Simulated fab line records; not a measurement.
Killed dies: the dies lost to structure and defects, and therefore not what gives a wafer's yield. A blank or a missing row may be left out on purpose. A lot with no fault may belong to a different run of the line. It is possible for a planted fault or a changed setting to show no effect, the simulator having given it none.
Problem report, 8D (eight disciplines) form, completed by code    flow n5_finfet    the parts of the form that need people (team, actions taken, sign-off) are left out

## 1. THE PROBLEM
At N5_BEOL_M13_OCD_MEAS_35, trench_depth_nm averages 460 nm over 2 wafers from 2 lots, while fault-free wafers read 415 nm, standard deviation 9.5. Measured from the usual mean, that is +4.7 standard deviations.
First observed at day 14 06:01: wafer L185.5, on ocd-01. Wafers with a number at this step in the record: 20, from 7 lots. By rule, "out" or "out of limits" means more than 4 standard deviations away from the usual mean. The other wafers with a number count as sound.

## 2. WHAT THIS IS AND IS NOT
question                     is                 is not
which readings at this step  trench_depth_nm    -
which lots                   L185, L189         L178, L180, L181, L184, L196
which wafers of those lots   L185.5, L189.3     L185.4, L185.6, L189.1
read on which gauges         ocd-01             ocd-02
when                         from day 14 06:01  up to then (14 sound wafers); but 4 sound wafers of L189, L196 came after

## 3. SUSPECTS, AND WHAT RULES EACH OUT
Counting: if a tool at a process step up to the reading ran every lot that is out, it stays a suspect. Sound lots after the first of them don't rule it out here, since some wafers of a struck lot are sound.
- ruled out: the gauge at N5_BEOL_M13_OCD_MEAS_35. All the wafers that are out were read on ocd-01, but those of them that N5_BEOL_M13_THK_MEAS_50 has rows for are out there too, on other tools.
- rie_diel-06 at N5_BEOL_M13_TRENCH_ETCH_34 (etches SiOC in C4F8/O2/Ar, target depth 413.47 nm, time 162.6 s): kept. Every lot that is out went through it, the first being L185 (day 14 05:50); the last sound lot it ran before that was L184 (day 13 10:11).
Left after counting: rie_diel-06 at N5_BEOL_M13_TRENCH_ETCH_34.

## 4. THE CAUSE (what the simulator had put in)
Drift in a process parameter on rie_diel-06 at N5_BEOL_M13_TRENCH_ETCH_34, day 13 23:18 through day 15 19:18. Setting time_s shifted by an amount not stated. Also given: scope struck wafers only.
Only this tool survived the counting.

## 5. SEQUENCE OF EFFECTS, ordered by route
Rows list readings where the struck wafers' mean (over those with a number) sits beyond 3 standard deviations from the usual. Readings are gone through only where the record gives a usual standard deviation; hours: the median, over the lots, of the time from a lot's start at the first step in this table giving one to that lot's start at this step; sigmas: the change measured in usual standard deviations.
hours  step                     reading            usual          on struck wafers  change   sigmas
0      N5_BEOL_M13_OCD_MEAS_35  trench_depth_nm    415 nm         460               +45      +4.7
6      N5_BEOL_M13_THK_MEAS_50  M13_THK            418 nm         464               +46      +4.7
6      N5_BEOL_M13_RS_MEAS_54   M13_RS             0.0449 ohm/sq  0.0404            -0.0045  -4.0
22     N5_BEOL_M15_RC_MEAS_101  SERP_M13           0.307 ohm/um   0.278             -0.029   -3.6
22     N5_BEOL_M15_RC_MEAS_101  SERP_M13_max_site  0.311 ohm/um   0.280             -0.031   -3.8

## 6. HOW IT WOULD HAVE BEEN CAUGHT EARLIER
The first out-of-limits reading at a measuring or inspecting step in this record came at day 14 06:01, 7 hours after the fault's start at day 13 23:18.
Tool readings at N5_BEOL_M13_TRENCH_ETCH_34 with a usual standard deviation given in the record: none out on any struck wafer, hence no alarm at a limit of 4 standard deviations on them.
Lots out: 2; of these, L189 started N5_BEOL_M13_TRENCH_ETCH_34 on rie_diel-06 after day 14 06:01. Holding the tool at that time would have saved it.
